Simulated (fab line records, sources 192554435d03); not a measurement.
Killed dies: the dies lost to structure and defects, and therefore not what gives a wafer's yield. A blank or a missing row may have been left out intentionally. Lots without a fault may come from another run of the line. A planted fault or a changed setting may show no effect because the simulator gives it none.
Problem report in the 8D (eight disciplines) form, filled by code + flow n5 finfet + the parts of the form that need people (team, actions taken, sign-off) are left out

1. WHAT WENT WRONG
Mean of spin speed rpm at N5_BEOL_M3_COAT_68: 1463.4 rpm across 6 wafers in 2 lots; on wafers with no fault it is 1500.2 rpm (standard deviation 1). Relative to the usual mean, that is a shift of -37 standard deviations.
The step: time 60 s, resist thk 12 nm.
The first sign was on wafer L115.1 at day 12 02:46, on litho track-01. The record holds 29 wafers of 10 lots with a number at this step. Rule for "out", or "out of limits": more than 4 standard deviations from the usual mean. The other wafers with a number count as sound.

2. WHAT IT IS; WHAT IT IS NOT
| question                    | is                     | is not                                                                    |
|-----------------------------|------------------------|---------------------------------------------------------------------------|
| which readings at this step | spin speed rpm         | -                                                                         |
| which lots                  | L115, L116             | L100, L101, L102, L106, L117, L118, L997, L999                            |
| which wafers of those lots  | all that have a number | -                                                                         |
| read on which tools         | litho track-01         | litho track-02, litho track-04                                            |
| when                        | from day 12 02:46      | up to then (18 sound wafers); but 5 sound wafers of L117, L118 came after |

3. THE SUSPECTS, EACH WITH WHAT RULES IT OUT
Counting: a tool at a process step up to the reading stays a suspect if it ran every lot that is out and no sound lot after the first of them.
- litho track-01 at N5_BEOL_M3_COAT_68 (time 60 s, resist thk 12 nm): kept. It ran every lot that is out, first L115 (day 12 02:46), and no sound lot after that; its last sound lot up to then is L101 (day 8 09:50). On those wafers its own readings are out: spin speed rpm.
After counting, what remains is litho track-01 at N5_BEOL_M3_COAT_68.

4. THE CAUSE (what the simulator had put in)
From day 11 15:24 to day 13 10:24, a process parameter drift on litho track-01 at N5_BEOL_M3_COAT_68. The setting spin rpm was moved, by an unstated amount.
Counting left only this tool.

5. THE CHAIN OF EFFECTS, in route order
Rows list readings where the struck wafers' mean (over those with a number) sits beyond 3 standard deviations from the usual. Only readings whose record carries a usual standard deviation are examined. hours: median over the lots of the time between each lot's start at the first step of this table that gives one and its start at this step. sigmas: the change, counted in usual standard deviations.
| hours | step               | reading        | usual      | on struck wafers | change | sigmas |
|-------|--------------------|----------------|------------|------------------|--------|--------|
| 0     | N5_BEOL_M3_COAT_68 | spin speed rpm | 1500.2 rpm | 1463.4           | -36.8  | -37    |
Its process steps:
- N5_BEOL_M3_COAT_68: time 60 s, resist thk 12 nm.
At these later measuring or inspecting steps, every struck wafer for which the step has a row has a number for every such reading, and none has moved that far: N5_BEOL_M3_CD_MEAS_28, N5_BEOL_M4_RC_MEAS_101.

6. WHAT WOULD HAVE CAUGHT IT SOONER
In this record no reading fell out of limits until day 12 02:46, 11 hours after the fault had begun at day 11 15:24.
